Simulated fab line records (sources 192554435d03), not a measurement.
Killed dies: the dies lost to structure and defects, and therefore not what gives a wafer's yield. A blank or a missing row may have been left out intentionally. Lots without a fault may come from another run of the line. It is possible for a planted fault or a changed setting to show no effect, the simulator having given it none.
2 desks looking at one fault | flow n5-finfet | only its own numbers are on each desk; what lay behind them is given at the end

METROLOGY DESK
Lot by lot, what the gauges showed, no matter which tool ran the lot: averages of those sampled wafers that carry a number. The brackets show how far a lot's mean lies from the usual mean; more than 4 standard deviations puts the lot out of limits, marked OUT. Shown are 7 of the 24 readings it has, namely the first that went out of limits plus those furthest out on some lot.
Columns: A = trench-depth-nm at N5_BEOL_M5_OCD_MEAS_38, usual 71.5 nm; B = M5_THK at N5_BEOL_M5_THK_MEAS_53, usual 61.7 nm; C = M5_RS at N5_BEOL_M5_RS_MEAS_57, usual 0.392 ohm/sq; D = COMB_M13 at N5_BEOL_M15_RC_MEAS_101, usual 4.9e-12 S/m; E = SERP_M5 at N5_BEOL_M15_RC_MEAS_101, usual 39.4 ohm/um; F = SERP_M5_max_site at N5_BEOL_M15_RC_MEAS_101, usual 41.0 ohm/um; G = SERP_M8 at N5_BEOL_M15_RC_MEAS_101, usual 13.9 ohm/um
lot  | first seen here | A               | B    | C     | D       | E    | F    | G
L657 | day 7 16:38     | 71.0            | 60.7 | 0.400 | 4.9e-12 | 42.0 | 43.6 | 13.5
L674 | day 12 15:38    | 78.2 (+6.1) OUT | 66.7 | 0.360 | 6.5e-12 | 35.4 | 37.1 | 13.0
L680 | day 13 17:05    | 70.5            | 60.0 | 0.409 | 3.7e-12 | 41.5 | 43.7 | 14.0
This desk's verdict: out of limits on L674, starting with L674 at day 12 15:38 (trench-depth-nm at N5_BEOL_M5_OCD_MEAS_38). In limits: L657, L680.

TOOL OWNER'S DESK, rie-diel-02
The tool's own readings at N5_BEOL_M5_TRENCH_ETCH_37 (etches SiCOH lowk in C4F6/O2, target depth 71.652 nm, time 24.7 s): means of the sampled wafers that have a number, for each lot that ran on this tool. The brackets show how far a lot's mean lies from the usual mean; more than 4 standard deviations puts the lot out of limits, marked OUT.
Columns: A = chamber-pressure-mTorr at N5_BEOL_M5_TRENCH_ETCH_37, usual 30.000 mTorr; B = drypump-motor-current-A at N5_BEOL_M5_TRENCH_ETCH_37, usual 5.8 A; C = oes-product-au at N5_BEOL_M5_TRENCH_ETCH_37, usual 0.80 a.u.; D = rf-vpp-V at N5_BEOL_M5_TRENCH_ETCH_37, usual 664 V; E = showerhead-plenum-p-Torr at N5_BEOL_M5_TRENCH_ETCH_37, usual 2.82 Torr; F = throttle-valve-pct at N5_BEOL_M5_TRENCH_ETCH_37, usual 20.81 %
lot  | first seen here | A      | B   | C    | D   | E    | F
L657 | day 7 16:29     | 30.027 | 5.8 | 0.79 | 662 | 2.85 | 20.90
L674 | day 12 15:28    | 29.985 | 6.0 | 0.86 | 660 | 2.79 | 20.95
This desk's finding: nothing out of limits on any of the 2 lots.

TAKEN TOGETHER
L674 would have let the metrology desk raise an alarm at day 12 15:38.
The desk of the tool owner found nothing out of limits.
Tool owner's desk: L674 on record, inside its limits.
Of the lots named, all ran N5_BEOL_M5_TRENCH_ETCH_37 on rie-diel-02.

WHAT WAS PUT IN BY THE SIMULATOR
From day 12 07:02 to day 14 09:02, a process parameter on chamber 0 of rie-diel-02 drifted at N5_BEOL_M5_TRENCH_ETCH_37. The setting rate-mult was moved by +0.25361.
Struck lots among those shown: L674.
Hours from the fault's start to each desk's first reading out of limits: the metrology desk, 9.
